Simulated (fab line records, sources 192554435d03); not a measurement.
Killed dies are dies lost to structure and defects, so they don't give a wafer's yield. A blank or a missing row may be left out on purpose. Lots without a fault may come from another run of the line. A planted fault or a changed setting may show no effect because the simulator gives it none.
fab line records | flow n5_finfet
record lots=11 wafers=32 last_day=17
route steps=1938 shown BEOL_M1@819 BEOL_M4@1111 PASSIVATION@1936
lots that met no fault: from a run of the same line without faults
start_h: hours from the record's first day to the start of the lot's first wafer shown | wait_h: hours since the lot's step before | " the same as in the row above | L1.1+2: a row that stands for several wafers | - no value, or no start given | * or withheld: withheld | < > ~ a bound
route shown NAME@n: a module of which the file shows steps, and the number in the route of the first | usual: mean/standard deviation of fault-free wafers | same: alike in all rows | chamber/n: place in a boat | sites: the reading at each site | _std_site: their standard deviation | _edge_site: outer sites' mean less inner sites' | radius_mm: how far each site lies from the wafer's centre | mask NAME#n: copy n | behind: the tool/chamber that last shaped the wafer | hold: why the lot was held/for how many hours/how that ended | device: the transistor (n, p or np) that didn't switch | end of line: the same wafers' tests at the end of the route | a step without rows: its recipe alone | killed: dies lost to structure and defects at the first sort, not the wafer's yield | map: a wafer's dies, x killed, . not, _ none there
set.NAME: the setting as run; set.NAME@STEP: as run at that earlier step | model.NAME: the simulator's own value behind a step, which no gauge read
steps of the route over a sample of lots; a table a step, a row a wafer
services: from which hour (start_h, from the record's first day; less than 0 if before it) a tool's chamber was out of use, for how many hours, and why
## steps
# step N5_BEOL_M1_ANNEAL_82
# recipe temp_c=400 time_s=240 ambient=vacuum
# usual heater_power_w=799/60
# columns lot.wafer tool chamber start_h wait_h heater_power_w
L287.2 pvd_sputter-02 - 128.43 0.0 759
L287.4 " - " " 871
L287.5 " - " " 694
L286.1 pvd_sputter-01 - 130.23 0.0 726
L286.3 " - " " 782
L286.5 " - " " 872
L288.1 pvd_sputter-01 - 140.01 0.0 761
L288.2 " - " " 774
L288.3 " - " " 802
L289.1 pvd_sputter-01 - 144.59 0.0 738
L289.2 " - " " 871
L289.4 " - " " 784
L291.2 pvd_sputter-02 - 167.19 0.0 861
L291.3 " - " " 751
L291.5 " - " " 751
L293.1 pvd_sputter-01 - 175.80 0.0 812
L293.3 " - " " 807
L293.6 " - " " 737
L296.1 pvd_sputter-01 - 182.50 0.0 888
L296.5 " - " " 734
L296.6 " - " " 879
L298.1 pvd_sputter-02 - 199.42 0.0 832
L298.4 " - " " 747
L298.5 " - " " 750
L299.1 pvd_sputter-03 - 205.18 0.0 880
L299.3 " - " " 892
L299.5 " - " " 785
L300.1 pvd_sputter-01 - 205.71 0.0 824
L300.4 " - " " 873
L308.1 pvd_sputter-02 - 257.93 0.0 710
L308.5 " - " " 839
L308.6 " - " " 756
# step N5_BEOL_M1_ANNEAL_91
# recipe temp_c=400 time_s=240 ambient=vacuum
# usual heater_power_w=799/61
# columns lot.wafer tool chamber start_h wait_h heater_power_w
L287.2 pvd_sputter-02 - 129.09 0.0 737
L287.4 " - " " 853
L287.5 " - " " 708
L286.1 pvd_sputter-01 - 130.89 0.0 736
L286.3 " - " " 789
L286.5 " - " " 874
L288.1 pvd_sputter-01 - 140.67 0.0 732
L288.2 " - " " 809
L288.3 " - " " 811
L289.1 pvd_sputter-01 - 145.25 0.0 738
L289.2 " - " " 872
L289.4 " - " " 814
L291.2 pvd_sputter-02 - 167.85 0.0 873
L291.3 " - " " 766
L291.5 " - " " 766
L293.1 pvd_sputter-01 - 176.46 0.0 796
L293.3 " - " " 852
L293.6 " - " " 729
L296.1 pvd_sputter-01 - 183.16 0.0 877
L296.5 " - " " 726
L296.6 " - " " 897
L298.1 pvd_sputter-02 - 200.08 0.0 859
L298.4 " - " " 763
L298.5 " - " " 775
L299.1 pvd_sputter-03 - 205.84 0.0 916
L299.3 " - " " 896
L299.5 " - " " 796
L300.1 pvd_sputter-01 - 206.37 0.0 838
L300.4 " - " " 875
L308.1 pvd_sputter-02 - 258.59 0.0 710
L308.5 " - " " 850
L308.6 " - " " 758
# step N5_BEOL_M1_ECD_50
# recipe material=Cu target_thk_a=3000
# columns lot.wafer tool chamber start_h wait_h
L287.2+4+5 ecd_cu-02 1,1,0 129.78 0.1
L286.1+3+5 ecd_cu-01 0,0,1 131.58 0.1
L288.1+2+3 ecd_cu-01 1,0,1 141.36 0.1
L289.1+2+4 ecd_cu-01 1,0,0 145.94 0.1
L291.2+3+5 ecd_cu-02 1,0,0 168.55 0.1
L293.1+3+6 ecd_cu-01 1,0,1 177.16 0.1
L296.1+5+6 ecd_cu-01 1,1,0 183.86 0.1
L298.1+4+5 ecd_cu-01 0,0,1 200.78 0.1
L299.1+3+5 ecd_cu-01 0 206.54 0.1
L300.1+4 ecd_cu-01 0,1 207.11 0.1
L308.1+5+6 ecd_cu-02 0,1,0 259.28 0.1
# step N5_BEOL_M1_CMP_52
# recipe stop_on=SiOC t_overpolish_s=6.8 down_force_psi=1 platen_rpm=50 clearing_platen_down_force_psi=1.5 clearing_platen_rpm=50 post_cmp_clean=cu_alkaline target_thk_nm=40 clearing_platen_pad_velocity_m_s=0.99484 pad_velocity_m_s=0.99484
# usual edge_zone_pressure_frac=1.001/0.0051 motor_current_A=6.1/0.57 time_to_endpoint_s=62.9/2.8
# columns lot.wafer tool chamber start_h wait_h edge_zone_pressure_frac motor_current_A time_to_endpoint_s
L287.2 cmp-02 2 130.75 0.2 0.996 5.4 68.0
L287.4 " 0 " " 0.991 6.4 65.0
L287.5 " 2 " " 0.999 5.5 67.4
L286.1 cmp-01 3 132.00 0.3 1.001 5.6 67.1
L286.3 " 1 " " 0.988 6.0 68.2
L286.5 " 2 " " 0.986 5.8 67.2
L288.3 cmp-02 3 141.74 0.2 1.004 6.2 61.4
L288.1 " 0 " " 0.998 5.7 64.6
L288.2 " 1 " " 1.003 4.8 68.1
L289.1 cmp-01 1 146.58 0.5 0.999 6.4 68.3
L289.2 " 2 " " 1.010 5.8 65.2
L289.4 " 3 " " 1.004 6.0 64.7
L291.3 cmp-04 2 169.20 0.4 0.997 5.8 60.9
L291.2 " 3 " " 1.011 6.2 58.6
L291.5 " 3 " " 1.010 6.6 60.4
L293.3 cmp-01 0 177.65 0.2 0.997 6.7 61.9
L293.1 " 2 " " 1.001 5.7 63.9
L293.6 " 0 " " 1.004 6.3 63.7
L296.1 cmp-01 3 184.31 0.3 1.017 6.3 61.8
L296.5 " 1 " " 1.000 6.1 66.8
L296.6 " 2 " " 1.006 6.1 63.5
L298.1 cmp-02 0 201.20 0.3 1.000 5.9 82.6
L298.4 " 2 " " 0.989 5.3 63.7
L298.5 " 0 " " 1.001 5.9 59.0
L299.1 cmp-02 3 206.96 0.3 0.999 6.2 80.1
L299.3 " 1 " " 0.999 4.8 63.0
L299.5 " 3 " " 0.996 6.4 60.6
L300.1 cmp-01 2 207.74 0.3 0.995 6.0 80.4
L300.4 " 3 " " 1.002 5.9 61.9
L308.1 cmp-01 1 259.77 0.4 1.007 6.5 63.0
L308.5 " 2 " " 0.998 6.0 58.3
L308.6 " 3 " " 1.000 6.3 62.1
# step N5_BEOL_M1_PRE_CLEAN_60
# recipe gas=NH3/H2 time_s=15 temp_c=* rf_power_w=300
# usual heater_power_w=94/22
# columns lot.wafer tool chamber start_h wait_h heater_power_w
L287.2 cvd_co-02 2 131.04 0.0 91
L287.4 " 2 " " 95
L287.5 " 0 " " 83
L286.1 cvd_co-02 2 132.29 0.0 91
L286.3 " 0 " " 81
L286.5 " 0 " " 82
L288.1 cvd_co-01 2 142.07 0.0 129
L288.2 " 1 " " 91
L288.3 " 0 " " 101
L289.1 cvd_co-02 1 146.91 0.0 54
L289.2 " 2 " " 91
L289.4 " 0 " " 82
L291.2 cvd_co-01 1 169.53 0.0 86
L291.3 " 2 " " 130
L291.5 " 1 " " 85
L293.1 cvd_co-02 1 177.94 0.0 56
L293.3 " 2 " " 91
L293.6 " 1 " " 54
L296.1 cvd_co-02 2 184.62 0.1 92
L296.5 " 1 " " 55
L296.6 " 2 " " 90
L298.1 cvd_co-01 1 201.49 0.0 88
L298.4 " 1 " " 88
L298.5 " 0 " " 103
L299.1 cvd_co-02 1 207.25 0.0 55
L299.3 " 0 " " 82
L299.5 " 2 " " 90
L300.1 cvd_co-01 0 208.07 0.0 103
L300.4 " 1 " " 86
L308.1 cvd_co-02 0 260.08 0.1 82
L308.5 " 2 " " 94
L308.6 " 1 " " 55
# step N5_BEOL_M4_RC_MEAS_101
# usual DIBL_N=36.3/1.7 DIBL_P=36.3/2.2 IOFF_N=0.16/0.034 IOFF_P=0.21/0.038 ION_N=673/13 ION_P=461/8.3 SS_N=71.5/0.55 SS_P=73.3/0.67 VT_N=250/3.4 VT_P=-251/3.5
# columns lot.wafer tool chamber start_h wait_h DIBL_N[mV/V] DIBL_P[mV/V] IOFF_N[nA/um] IOFF_P[nA/um] ION_N[uA/um] ION_P[uA/um] SS_N[mV/dec] SS_P[mV/dec] VT_N[mV] VT_P[mV]
L287.2 prober-02 0 160.47 0.2 35.6 36.5 0.16 0.20 665 456 71.5 73.2 252 -252
L287.4 " 0 " " 34.8 34.9 0.14 0.18 658 449 71.5 73.5 253 -255
L287.5 " 0 " " 33.3 33.0 0.12 0.16 651 456 70.5 72.3 257 -254
L286.1 prober-01 0 169.82 0.0 40.2 39.4 0.24 0.28 688 460 72.3 72.9 244 -246
L286.3 " 0 " " 36.2 35.4 0.16 0.19 679 461 71.2 72.6 250 -251
L286.5 " 0 " " 35.2 33.2 0.12 0.16 653 446 71.2 72.5 254 -254
L288.1 prober-01 0 177.92 0.0 35.3 34.0 0.15 0.18 665 454 70.9 73.4 249 -251
L288.2 " 0 " " 33.9 32.8 0.12 0.17 644 446 70.8 73.3 253 -253
L288.3 " 0 " " 35.4 35.6 0.15 0.21 660 456 71.4 73.8 253 -249
L289.1 prober-02 0 187.30 0.0 33.0 31.4 0.10 0.14 658 456 71.1 71.6 256 -255
L289.2 " 0 " " 35.9 35.7 0.15 0.19 667 461 71.4 73.1 253 -254
L289.4 " 0 " " 35.8 35.9 0.14 0.20 672 464 71.2 73.4 252 -253
L291.2 prober-01 0 205.16 0.2 34.6 33.7 0.13 0.17 665 451 71.7 72.1 253 -254
L291.3 " 0 " " 39.0 39.7 0.23 0.27 695 472 72.1 73.6 245 -248
L291.5 " 0 " " 37.8 38.0 0.19 0.25 684 464 71.8 74.3 248 -248
L293.1 prober-02 0 211.15 0.0 36.0 35.6 0.16 0.21 667 458 71.7 72.8 248 -249
L293.3 " 0 " " 35.1 34.5 0.14 0.20 672 453 71.5 72.4 248 -251
L293.6 " 0 " " 37.5 37.1 0.20 0.24 686 462 71.5 72.8 245 -249
L296.1 prober-02 0 216.59 0.0 36.4 38.1 0.17 0.24 674 467 72.1 74.4 252 -249
L296.5 " 0 " " 36.1 37.2 0.16 0.21 667 455 71.4 74.4 251 -252
L296.6 " 0 " " 36.8 39.0 0.17 0.26 670 467 72.0 74.6 252 -248
L299.1 prober-01 0 242.10 0.0 36.7 38.4 0.18 0.23 683 469 72.0 73.3 248 -249
L299.3 " 0 " " 34.6 35.1 0.14 0.19 666 457 71.5 73.4 251 -251
L299.5 " 0 " " 32.5 32.4 0.11 0.16 649 455 71.1 72.7 255 -252
L298.1 prober-02 0 242.56 0.0 39.9 40.9 0.24 0.29 703 474 72.0 73.6 242 -246
L298.4 " 0 " " 36.0 37.5 0.17 0.23 685 474 71.5 73.0 248 -247
L298.5 " 0 " " 35.6 36.3 0.16 0.21 681 461 71.8 72.6 247 -250
L300.1 prober-02 0 249.04 0.0 39.4 38.7 0.20 0.26 680 463 71.7 74.4 248 -246
L300.4 " 0 " " 33.9 32.6 0.11 0.16 659 456 70.3 72.3 255 -250
L308.1 prober-02 0 293.52 0.0 36.2 34.5 0.15 0.20 660 455 72.0 73.7 249 -250
L308.5 " 0 " " 34.7 33.2 0.13 0.17 667 455 70.9 73.3 250 -255
L308.6 " 0 " " 35.2 33.5 0.14 0.18 661 450 71.3 73.4 251 -251
# step N5_PASSIVATION_PROBE_49
# usual defect_limited_yield=91.4/1.6 killed_at_M0_to_M3=34/10 killed_at_M4_up=12/4.8 killed_at_contacts=11/6.2 killed_at_front_end=39/13 killed_at_other=4/3.1 killed_dies=101/19 killed_open=67/14 killed_short=32/8.3 sort_bin_5_function=5.0/1 sort_bin_6_memory=3.2/0.76 sort_bin_8_speed=0.00/0.026 sort_n_pass=1079/19 sort_yield_pct=91.4/1.6
# same gross_dies=1180 killed_at_back_side=0 sort_bin_4_leakage[%]=0
# columns lot.wafer tool chamber start_h wait_h defect_limited_yield[%] killed_at_M0_to_M3 killed_at_M4_up killed_at_contacts killed_at_front_end killed_at_other killed_dies killed_open killed_short sort_bin_5_function[%] sort_bin_6_memory[%] sort_bin_8_speed[%] sort_n_pass sort_yield_pct[%]
L287.2 prober-01 - 250.43 0.1 92.2 30 13 5 43 1 92 68 24 5.3 2.0 0 1088 92.2
L287.4 prober-01 - 250.53 0.2 92.3 29 17 5 39 1 91 61 26 5.3 2.0 0 1089 92.3
L287.5 prober-01 - 250.58 0.2 93.3 30 8 9 30 2 79 52 27 3.6 2.5 0 1101 93.3
L286.1 prober-01 - 274.50 0.0 89.2 46 18 7 55 1 127 81 46 5.8 4.8 0 1053 89.2
L286.3 prober-01 - 274.60 0.1 89.4 33 17 17 57 1 125 75 46 5.8 4.2 0 1055 89.4
L286.5 prober-01 - 274.70 0.2 90.8 32 19 12 45 0 108 66 41 5.5 3.4 0 1072 90.8
L288.1 prober-01 - 277.61 0.0 93.6 25 10 13 27 1 76 52 21 2.8 3.4 0 1104 93.6
L288.2 prober-01 - 277.66 0.1 93.4 32 10 9 23 4 78 49 26 3.8 2.4 0.25 1099 93.1
L288.3 prober-01 - 277.71 0.1 91.6 26 13 10 42 8 99 68 28 5.5 2.5 0 1081 91.6
L289.1 prober-01 - 292.29 0.0 92.3 37 17 4 30 3 91 59 32 5.0 2.6 0 1089 92.3
L289.2 prober-01 - 292.34 0.1 92.4 30 9 11 32 8 90 56 32 4.5 2.6 0 1090 92.4
L289.4 prober-01 - 292.44 0.2 91.7 19 17 9 38 15 98 54 39 4.8 2.7 0 1082 91.7
L291.2 prober-01 - 297.36 0.1 90.2 51 10 10 43 2 116 80 34 5.6 4.1 0 1064 90.2
L291.3 prober-01 - 297.41 0.1 92.5 39 15 6 27 2 89 62 27 4.4 3.0 0 1091 92.5
L291.5 prober-01 - 297.51 0.2 92.4 40 12 6 28 4 90 51 35 5.1 2.1 0 1090 92.4
L293.1 prober-01 - 311.26 0.0 90.8 44 8 11 35 10 108 64 44 5.5 3.5 0 1072 90.8
L293.3 prober-01 - 311.36 0.1 91.6 42 7 5 39 6 99 45 51 4.6 2.9 0 1081 91.6
L293.6 prober-01 - 311.51 0.3 90.3 48 18 6 36 6 114 68 44 6.0 3.1 0 1066 90.3
L296.1 prober-01 - 319.20 0.0 93.3 12 12 16 30 9 79 57 20 4.0 2.5 0 1101 93.3
L296.5 prober-01 - 319.40 0.2 94.2 25 8 15 19 1 68 40 26 3.6 1.9 0 1112 94.2
L296.6 prober-01 - 319.45 0.3 91.6 33 15 3 38 10 99 65 33 4.4 3.7 0 1081 91.6
L298.1 prober-02 - 344.42 0.0 93.9 22 11 2 35 2 72 48 22 3.3 2.3 0 1108 93.9
L298.4 prober-02 - 344.57 0.2 91.7 33 10 2 47 6 98 56 40 4.9 3.1 0 1082 91.7
L298.5 prober-02 - 344.62 0.2 91.4 21 21 6 51 3 102 55 34 4.9 2.9 0 1078 91.4
L300.1 prober-02 - 348.04 0.0 89.7 53 6 17 43 3 122 84 36 6.0 3.8 0 1058 89.7
L300.4 prober-02 - 348.19 0.2 91.1 28 9 19 47 2 105 73 32 5.8 2.5 0 1075 91.1
L299.1 prober-01 - 349.35 0.1 89.7 28 18 7 65 4 122 88 33 6.6 3.5 0 1058 89.7
L299.3 prober-01 - 349.45 0.2 88.3 31 21 15 68 3 138 90 46 6.4 4.7 0 1042 88.3
L299.5 prober-01 - 349.55 0.3 88.2 37 21 8 70 3 139 111 26 6.9 4.5 0 1041 88.2
L308.1 prober-02 - 398.46 0.0 94.0 32 12 4 22 1 71 49 21 3.1 3.0 0 1109 94.0
L308.5 prober-02 - 398.66 0.2 93.1 26 13 16 26 1 82 46 35 4.4 2.5 0 1098 93.1
L308.6 prober-02 - 398.71 0.3 93.4 26 6 7 31 8 78 50 28 4.1 2.4 0 1102 93.4
# killed by level:class
L287.2 STI_FIN_REVEAL:geometric_particle:open=12 FIN_SAQP:geometric_particle:open=11 BEOL_M1:geometric_particle:open=11 BEOL_M4:geometric_particle:open=9 FIN_SAQP:geometric_particle:short=8 BEOL_M3:geometric_particle:open=7 BEOL_M0_SAQP:geometric_particle:short=4 MOL_CONTACT_COAG:geometric_particle:open=3
L287.4 STI_FIN_REVEAL:geometric_particle:open=7 BEOL_M3:geometric_particle:open=7 BEOL_M0_SAQP:geometric_particle:short=6 BEOL_M1:geometric_particle:open=6 BEOL_M4:geometric_particle:open=6 BEOL_M2:geometric_particle:open=5 FIN_SAQP:geometric_particle:open=4 GATE_CUT:geometric_particle:short=4
L287.5 BEOL_M3:geometric_particle:open=12 FIN_SAQP:geometric_particle:short=6 FIN_SAQP:geometric_particle:open=5 MOL_CONTACT_COAG:geometric_particle:open=5 BEOL_M0_SAQP:geometric_particle:open=5 BEOL_M1:geometric_particle:open=5 DUMMY_GATE:geometric_particle:short=4 MOL_CONTACT_COAG:geometric_particle:short=4
L286.1 BEOL_M0_SAQP:geometric_particle:short=18 FIN_SAQP:geometric_particle:short=13 FIN_SAQP:geometric_particle:open=12 BEOL_M2:geometric_particle:open=11 BEOL_M0_SAQP:geometric_particle:open=8 ILD0:geometric_particle:open=7 DUMMY_GATE:geometric_particle:open=6 BEOL_M4:geometric_particle:open=6
L286.3 BEOL_M0_SAQP:geometric_particle:short=17 MOL_CONTACT_COAG:geometric_particle:open=15 FIN_SAQP:geometric_particle:open=13 FIN_SAQP:geometric_particle:short=12 BEOL_M4:geometric_particle:open=8 BEOL_M0_SAQP:geometric_particle:open=8 DUMMY_GATE:geometric_particle:open=7 GATE_CUT:geometric_particle:short=7
L286.5 BEOL_M0_SAQP:geometric_particle:open=15 FIN_SAQP:geometric_particle:short=14 FIN_SAQP:geometric_particle:open=12 BEOL_M4:geometric_particle:open=12 BEOL_M0_SAQP:geometric_particle:short=10 MOL_CONTACT_COAG:geometric_particle:open=9 DUMMY_GATE:geometric_particle:open=6 STARTING-WAFER:geometric_particle:short=4
L288.1 MOL_CONTACT_COAG:geometric_particle:open=13 BEOL_M0_SAQP:geometric_particle:short=8 GATE_CUT:geometric_particle:short=6 BEOL_M1:geometric_particle:open=6 BEOL_M0_SAQP:geometric_particle:open=5 STARTING-WAFER:geometric_particle:open=5 DUMMY_GATE:geometric_particle:open=4 GATE_CUT:geometric_particle:open=4
L288.2 BEOL_M0_SAQP:geometric_particle:short=9 MOL_CONTACT_COAG:geometric_particle:open=8 BEOL_M1:geometric_particle:open=5 STI_FIN_REVEAL:geometric_particle:open=4 BEOL_M0_SAQP:geometric_particle:open=4 BEOL_M3:geometric_particle:open=4 FIN_SAQP:geometric_particle:open=3 DUMMY_GATE:geometric_particle:open=3
L288.3 STI_FIN_REVEAL:geometric_particle:open=16 MOL_CONTACT_COAG:geometric_particle:open=8 BEOL_M0_SAQP:geometric_particle:open=8 DUMMY_GATE:geometric_particle:open=6 BEOL_M0_SAQP:geometric_particle:short=6 BEOL_M1:geometric_particle:open=5 FIN_SAQP:geometric_particle:open=4 FIN_SAQP:geometric_particle:short=4
L289.1 BEOL_M3:geometric_particle:open=11 FIN_SAQP:geometric_particle:short=8 STI_FIN_REVEAL:geometric_particle:open=6 BEOL_M0_SAQP:geometric_particle:open=6 BEOL_M0_SAQP:geometric_particle:short=6 BEOL_M2:geometric_particle:open=6 BEOL_M4:geometric_particle:open=6 MOL_CONTACT_COAG:geometric_particle:open=4
L289.2 FIN_SAQP:geometric_particle:short=13 MOL_CONTACT_COAG:geometric_particle:open=10 STI_FIN_REVEAL:geometric_particle:open=8 BEOL_M2:geometric_particle:open=8 BEOL_M3:geometric_particle:open=7 BEOL_M0_SAQP:geometric_particle:open=5 BEOL_M0_SAQP:geometric_particle:short=5 BEOL_M1:geometric_particle:open=4
L289.4 FIN_SAQP:geometric_particle:short=9 MOL_CONTACT_COAG:geometric_particle:open=8 BEOL_M0_SAQP:geometric_particle:short=7 BEOL_M4:geometric_particle:open=7 STI_FIN_REVEAL:geometric_particle:open=6 PASS1_CAP:geometric_particle:short=6 DUMMY_GATE:geometric_particle:open=4 STARTING-WAFER:geometric_particle:short=4
L291.2 FIN_SAQP:geometric_particle:open=9 STI_FIN_REVEAL:geometric_particle:open=9 BEOL_M0_SAQP:geometric_particle:open=9 BEOL_M2:geometric_particle:open=9 MOL_CONTACT_COAG:geometric_particle:open=8 BEOL_M1:geometric_particle:open=8 BEOL_M3:geometric_particle:open=8 BEOL_M0_SAQP:geometric_particle:short=7
L291.3 BEOL_M3:geometric_particle:open=17 BEOL_M4:geometric_particle:open=8 FIN_SAQP:geometric_particle:short=7 BEOL_M2:geometric_particle:open=6 FIN_SAQP:geometric_particle:open=5 MOL_CONTACT_COAG:geometric_particle:open=5 BEOL_M0_SAQP:geometric_particle:open=5 BEOL_M1:geometric_particle:open=5
L291.5 BEOL_M3:geometric_particle:open=11 FIN_SAQP:geometric_particle:short=8 BEOL_M0_SAQP:geometric_particle:open=8 BEOL_M1:geometric_particle:open=6 BEOL_M3:geometric_particle:short=5 BEOL_M0_SAQP:geometric_particle:short=4 DUMMY_GATE:geometric_particle:open=3 GATE_CUT:geometric_particle:short=3
L293.1 STI_FIN_REVEAL:geometric_particle:open=14 BEOL_M0_SAQP:geometric_particle:open=13 BEOL_M0_SAQP:geometric_particle:short=12 FIN_SAQP:geometric_particle:short=11 MOL_CONTACT_COAG:geometric_particle:open=8 FIN_SAQP:geometric_particle:open=5 BEOL_M0:geometric_particle:open=4 BEOL_M1:geometric_particle:open=4
L293.3 BEOL_M0_SAQP:geometric_particle:short=17 FIN_SAQP:geometric_particle:short=11 BEOL_M0_SAQP:geometric_particle:open=10 STI_FIN_REVEAL:geometric_particle:open=7 MOL_CONTACT_COAG:geometric_particle:open=4 STARTING-WAFER:geometric_particle:short=4 BEOL_M2:geometric_particle:open=3 DUMMY_GATE:geometric_particle:short=3
L293.6 BEOL_M0_SAQP:geometric_particle:open=18 BEOL_M0_SAQP:geometric_particle:short=16 GATE_CUT:geometric_particle:short=8 FIN_SAQP:geometric_particle:open=6 BEOL_M4:geometric_particle:open=6 MOL_CONTACT_COAG:geometric_particle:open=5 FIN_SAQP:geometric_particle:short=4 GATE_CUT:geometric_particle:open=4
L296.1 MOL_CONTACT_COAG:geometric_particle:open=14 STI_FIN_REVEAL:geometric_particle:open=10 BEOL_M4:geometric_particle:open=6 STARTING-WAFER:geometric_particle:open=5 BEOL_M0_SAQP:geometric_particle:open=4 BEOL_M0:geometric_particle:open=4 STARTING-WAFER:geometric_particle:short=4 FIN_SAQP:geometric_particle:short=3
L296.5 MOL_CONTACT_COAG:geometric_particle:open=12 GATE_CUT:geometric_particle:short=5 BEOL_M0_SAQP:geometric_particle:open=4 BEOL_M0_SAQP:geometric_particle:short=4 BEOL_M0:geometric_particle:open=4 BEOL_M2:geometric_particle:open=4 BEOL_M4:geometric_particle:open=4 MOL_CONTACT_COAG:geometric_particle:short=3
L296.6 STI_FIN_REVEAL:geometric_particle:open=15 BEOL_M2:geometric_particle:open=10 BEOL_M2:geometric_particle:short=7 DUMMY_GATE:geometric_particle:open=4 GATE_CUT:geometric_particle:short=4 BEOL_M0_SAQP:geometric_particle:open=4 BEOL_M3:geometric_particle:open=4 BEOL_M5:geometric_particle:open=4
L298.1 FIN_SAQP:geometric_particle:open=11 BEOL_M0_SAQP:geometric_particle:open=11 STI_FIN_REVEAL:geometric_particle:open=6 GATE_CUT:geometric_particle:short=5 BEOL_M0_SAQP:geometric_particle:short=5 FIN_SAQP:geometric_particle:short=4 BEOL_M4:geometric_particle:open=4 BEOL_M7:geometric_particle:open=4
L298.4 BEOL_M0_SAQP:geometric_particle:short=12 FIN_SAQP:geometric_particle:open=9 FIN_SAQP:geometric_particle:short=9 BEOL_M0_SAQP:geometric_particle:open=9 STI_FIN_REVEAL:geometric_particle:open=7 GATE_CUT:geometric_particle:short=7 BEOL_M2:geometric_particle:open=6 DUMMY_GATE:geometric_particle:open=4
L298.5 FIN_SAQP:geometric_particle:short=14 HKMG_FIN:area_etch=9 FIN_SAQP:geometric_particle:open=8 BEOL_M4:geometric_particle:open=7 STARTING-WAFER:geometric_particle:short=6 BEOL_M0:geometric_particle:open=6 BEOL_M7:geometric_particle:open=6 MOL_CONTACT_COAG:geometric_particle:open=5
L300.1 MOL_CONTACT_COAG:geometric_particle:open=14 BEOL_M0_SAQP:geometric_particle:open=13 BEOL_M0_SAQP:geometric_particle:short=12 FIN_SAQP:geometric_particle:open=11 STI_FIN_REVEAL:geometric_particle:open=11 BEOL_M3:geometric_particle:open=10 FIN_SAQP:geometric_particle:short=7 BEOL_M2:geometric_particle:open=6
L300.4 MOL_CONTACT_COAG:geometric_particle:open=19 STI_FIN_REVEAL:geometric_particle:open=14 FIN_SAQP:geometric_particle:open=10 BEOL_M0_SAQP:geometric_particle:short=8 FIN_SAQP:geometric_particle:short=7 BEOL_M3:geometric_particle:open=7 BEOL_M2:geometric_particle:open=4 STI_FIN_REVEAL:geometric_particle:short=4
L299.1 STI_FIN_REVEAL:geometric_particle:open=22 DUMMY_GATE:geometric_particle:open=11 BEOL_M0:geometric_particle:open=9 GATE_CUT:geometric_particle:short=8 BEOL_M4:geometric_particle:open=8 FIN_SAQP:geometric_particle:open=6 MOL_CONTACT_COAG:geometric_particle:open=6 BEOL_M0_SAQP:geometric_particle:open=5
L299.3 STI_FIN_REVEAL:geometric_particle:open=29 BEOL_M4:geometric_particle:open=12 GATE_CUT:geometric_particle:short=11 MOL_CONTACT_COAG:geometric_particle:open=11 BEOL_M0_SAQP:geometric_particle:short=9 BEOL_M3:geometric_particle:open=7 BEOL_M0_SAQP:geometric_particle:open=7 ILD0:geometric_particle:open=6
L299.5 STI_FIN_REVEAL:geometric_particle:open=37 BEOL_M3:geometric_particle:open=13 BEOL_M4:geometric_particle:open=11 BEOL_M0_SAQP:geometric_particle:open=8 FIN_SAQP:geometric_particle:open=6 GATE_CUT:geometric_particle:open=5 BEOL_M1:geometric_particle:open=5 STI_FIN_REVEAL:geometric_particle:short=4
L308.1 BEOL_M2:geometric_particle:open=9 BEOL_M4:geometric_particle:open=7 BEOL_M1:geometric_particle:open=7 BEOL_M3:geometric_particle:open=7 STI_FIN_REVEAL:geometric_particle:open=4 FIN_SAQP:geometric_particle:short=3 MOL_CONTACT_COAG:geometric_particle:open=3 BEOL_M0_SAQP:geometric_particle:open=3
L308.5 MOL_CONTACT_COAG:geometric_particle:open=9 MOL_CONTACT_COAG:geometric_particle:short=7 FIN_SAQP:geometric_particle:open=6 BEOL_M0_SAQP:geometric_particle:open=6 BEOL_M1:geometric_particle:short=5 BEOL_M4:geometric_particle:open=5 DUMMY_GATE:geometric_particle:short=4 BEOL_M0_SAQP:geometric_particle:short=4
L308.6 FIN_SAQP:geometric_particle:open=7 MOL_CONTACT_COAG:geometric_particle:open=7 BEOL_M1:geometric_particle:open=7 BEOL_M0:geometric_particle:open=6 FIN_SAQP:geometric_particle:short=5 PASS1_CAP:geometric_particle:short=4 FIN_CUT:geometric_particle:open=3 BEOL_M0_SAQP:geometric_particle:open=3
## services
# columns tool chamber start_h hours kind
ecd_cu-01 - 109.39 0.5 repair
pvd_sputter-01 - 109.58 0.8 repair
cvd_co-02 1 114.67 - clean
cvd_co-02 1 114.67 22.0 scheduled_down
cvd_co-02 1 114.67 22.0 vent_cycle
cmp-01 - 120.30 5.6 pm
cmp-04 - 131.63 1.2 repair
pvd_sputter-03 - 143.41 1.6 repair
cmp-02 - 145.78 18.0 pm
ecd_cu-01 - 155.55 0.7 repair
cmp-04 - 161.29 6.6 pm
cmp-02 - 165.54 4.0 pm
cmp-01 - 165.57 4.9 repair
cmp-02 - 169.54 - consumable_replace:conditioner
cmp-02 - 169.54 - consumable_replace:pad
cmp-04 - 172.14 2.8 repair
cmp-02 - 196.89 0.9 repair
cmp-04 - 198.57 4.0 pm
cmp-04 - 202.57 - consumable_replace:conditioner
cmp-04 - 202.57 - consumable_replace:pad
cmp-01 - 209.63 6.6 repair
cvd_co-01 0 229.96 8.2 repair
cmp-01 - 245.24 6.2 repair
## key
first_sign step=N5_BEOL_M1_CMP_52 reading=time_to_endpoint_s direction=up sigmas=6.5 usual=* struck=*
effect none on later readings
met_at N5_BEOL_M1_ECD_50
struck_lots L298,L299,L300
struck_wafers L298.1,L299.1,L300.1
not_acting_at N5_BEOL_M1_ANNEAL_82,N5_BEOL_M1_ANNEAL_91,N5_BEOL_M1_PRE_CLEAN_60
onset_between 183.86 200.78
fault kind=process_parameter_drift tool=ecd_cu-01 chamber=- onset_h=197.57 steps=N5_BEOL_M1_ECD_50 channel=target_thk_a offset=* shape=step end_h=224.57 scope=struck_wafers_only acts_in=* stated=*
